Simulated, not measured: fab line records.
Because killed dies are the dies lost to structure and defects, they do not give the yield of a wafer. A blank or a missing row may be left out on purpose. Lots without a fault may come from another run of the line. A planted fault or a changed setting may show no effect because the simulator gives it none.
Which tool is to blame? / flow n5 finfet / Sampling: 10 lots, 30 wafers, 4 of 1938 route steps

== WHAT EACH GAUGE READ, for each wafer ==
N5_GATE_CUT_CD_MEAS_13: the cd target is 20 nm.
lot=L239; measured=day 4 10:16; on=cd sem-01; cd nm (nm)=19.78 19.90 19.75
lot=L240; measured=day 4 15:38; on=cd sem-01; cd nm (nm)=20.04 19.61 19.94
lot=L242; measured=day 5 06:57; on=cd sem-02; cd nm (nm)=19.55 20.19 19.86
lot=L245; measured=day 5 20:34; on=cd sem-01; cd nm (nm)=19.99 20.08 20.60
lot=L251; measured=day 7 14:35; on=cd sem-01; cd nm (nm)=19.95 19.89 20.13
lot=L255; measured=day 8 11:02; on=cd sem-01; cd nm (nm)=19.92 19.56 19.70
lot=L256; measured=day 8 19:33; on=cd sem-02; cd nm (nm)=19.89 20.03 19.96
lot=L257; measured=day 8 21:58; on=cd sem-02; cd nm (nm)=20.44 20.40 20.30
lot=L259; measured=day 9 11:16; on=cd sem-02; cd nm (nm)=20.03 20.16 19.71
lot=L261; measured=day 10 00:46; on=cd sem-02; cd nm (nm)=19.81 19.89 19.83

== WHICH TOOL RAN EACH LOT (tool, then ch and the chambers of the sampled wafers, then the start) ==
lot=L239; N5_GATE_CUT_VAPOR_ETCH_60=rie metal-01 ch 0, day 4 06:56; N5_GATE_CUT_STRIP_59=rie diel-06 ch 1,2,3, day 4 07:06; N5_GATE_CUT_COAT_07=litho track-05 ch 0, day 4 10:01
lot=L240; N5_GATE_CUT_VAPOR_ETCH_60=rie metal-01 ch 0,1, day 4 12:11; N5_GATE_CUT_STRIP_59=rie diel-02 ch 0,2,3, day 4 12:20; N5_GATE_CUT_COAT_07=litho track-05 ch 0, day 4 15:14
lot=L242; N5_GATE_CUT_VAPOR_ETCH_60=rie metal-01 ch 0,1, day 5 03:19; N5_GATE_CUT_STRIP_59=rie diel-02 ch 0,2, day 5 03:28; N5_GATE_CUT_COAT_07=litho track-03 ch 0, day 5 06:34
lot=L245; N5_GATE_CUT_VAPOR_ETCH_60=rie metal-01 ch 0,1, day 5 17:08; N5_GATE_CUT_STRIP_59=rie diel-01 ch 0,1,3, day 5 17:24; N5_GATE_CUT_COAT_07=litho track-03 ch 0, day 5 20:17
lot=L251; N5_GATE_CUT_VAPOR_ETCH_60=rie metal-01 ch 1, day 7 11:14; N5_GATE_CUT_STRIP_59=rie diel-01 ch 1,2,3, day 7 11:25; N5_GATE_CUT_COAT_07=litho track-04 ch 0, day 7 14:19
lot=L255; N5_GATE_CUT_VAPOR_ETCH_60=rie metal-03 ch 0,1, day 8 07:22; N5_GATE_CUT_STRIP_59=rie diel-01 ch 0,1,2, day 8 07:31; N5_GATE_CUT_COAT_07=litho track-05 ch 0, day 8 10:47
lot=L256; N5_GATE_CUT_VAPOR_ETCH_60=rie metal-01 ch 0,1, day 8 15:40; N5_GATE_CUT_STRIP_59=rie diel-06 ch 0,2,3, day 8 15:49; N5_GATE_CUT_COAT_07=litho track-03 ch 0, day 8 19:10
lot=L257; N5_GATE_CUT_VAPOR_ETCH_60=rie metal-02 ch 0,1, day 8 18:38; N5_GATE_CUT_STRIP_59=rie diel-06 ch 0,1,3, day 8 18:47; N5_GATE_CUT_COAT_07=litho track-05 ch 0, day 8 21:42
lot=L259; N5_GATE_CUT_VAPOR_ETCH_60=rie metal-01 ch 0,1, day 9 07:56; N5_GATE_CUT_STRIP_59=rie diel-01 ch 0,1,3, day 9 08:06; N5_GATE_CUT_COAT_07=litho track-04 ch 0, day 9 10:59
lot=L261; N5_GATE_CUT_VAPOR_ETCH_60=rie metal-03 ch 0,1, day 9 21:10; N5_GATE_CUT_STRIP_59=rie diel-01 ch 0,1,3, day 9 21:28; N5_GATE_CUT_COAT_07=litho track-05 ch 0, day 10 00:23
- N5_GATE_CUT_VAPOR_ETCH_60: etches HfO2 in BCl3/Cl2.
- N5_GATE_CUT_STRIP_59: strips in N2/H2, time 20 s.
- N5_GATE_CUT_COAT_07: resist thk 30 nm.

== THE ANSWER, worked out from the rows above alone ==
Rule: the lots themselves supply what counts as usual. The widest of any qualifying gaps counts: lots, ordered by their means at a reading, are off when they make up no more than a third of the lots, leave a main group of 4 or more, and stand apart from it by 3 or more times the standard deviation of that group's means. A main group whose means are all the same, to the digits that the tables above print for the reading, isn't used. Also off: a lot with no number at a reading for which 4 or more lots have one. All remaining lots with rows at the step are treated as sound.
None of the lots is off at any reading shown; this tells nothing.

== WHAT THE SIMULATOR PUT IN ==
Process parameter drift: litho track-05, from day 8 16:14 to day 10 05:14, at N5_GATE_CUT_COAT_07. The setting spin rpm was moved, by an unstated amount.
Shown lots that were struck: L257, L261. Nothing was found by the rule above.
